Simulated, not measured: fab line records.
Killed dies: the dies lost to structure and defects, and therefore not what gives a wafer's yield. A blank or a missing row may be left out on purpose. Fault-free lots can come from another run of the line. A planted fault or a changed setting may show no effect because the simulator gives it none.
Chamber matching -- flow nand_harc -- 3 sister chambers for NHARC_P_M2_PRE_CLEAN_32 on pecvd-03
The step time 12 s. 3 wafers are shown with their chamber, then 9 later ones without.

## EACH WAFER AND ITS CHAMBER
wafer,chamber,rf_fwd_power_W (W)
L085.2,2,294.7
L091.5,1,291.6
L091.6,0,292.8

## WAFERS WITHOUT THEIR CHAMBER
wafer,rf_fwd_power_W (W)
L092.2,291.0
L092.5,292.6
L092.6,292.0
L095.1,291.8
L095.2,292.7
L095.4,291.3
L096.2,292.6
L096.4,292.4
L096.6,292.6

## WHICH CHAMBER EACH WENT THROUGH
wafer,from the rows above,in truth
L092.2,1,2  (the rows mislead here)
L092.5,0,0
L092.6,can't be placed: 1 or 0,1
L095.1,1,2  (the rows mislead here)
L095.2,0,0
L095.4,1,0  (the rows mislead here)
L096.2,0,0
L096.4,can't be placed: 0 or 1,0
L096.6,0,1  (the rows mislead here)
3 of 9 placed correctly. Unplaceable from these rows: 2, with the true chamber sitting among the candidates in 2. Wrongly placed: 4.
How it was worked out, from the rows above alone: a wafer's distance from a chamber is the root of the sum, over the readings, of the square of ((its reading less the chamber's mean) divided by the reading's scatter). The wafer belongs to the nearest chamber; if the next one is less than 2 further off, it can't be placed. For every chamber, the mean is computed from those of its wafers that are shown. The scatter: with one shown wafer a chamber, the root of the mean of the squares of how far each hidden wafer lies from its nearest shown one.
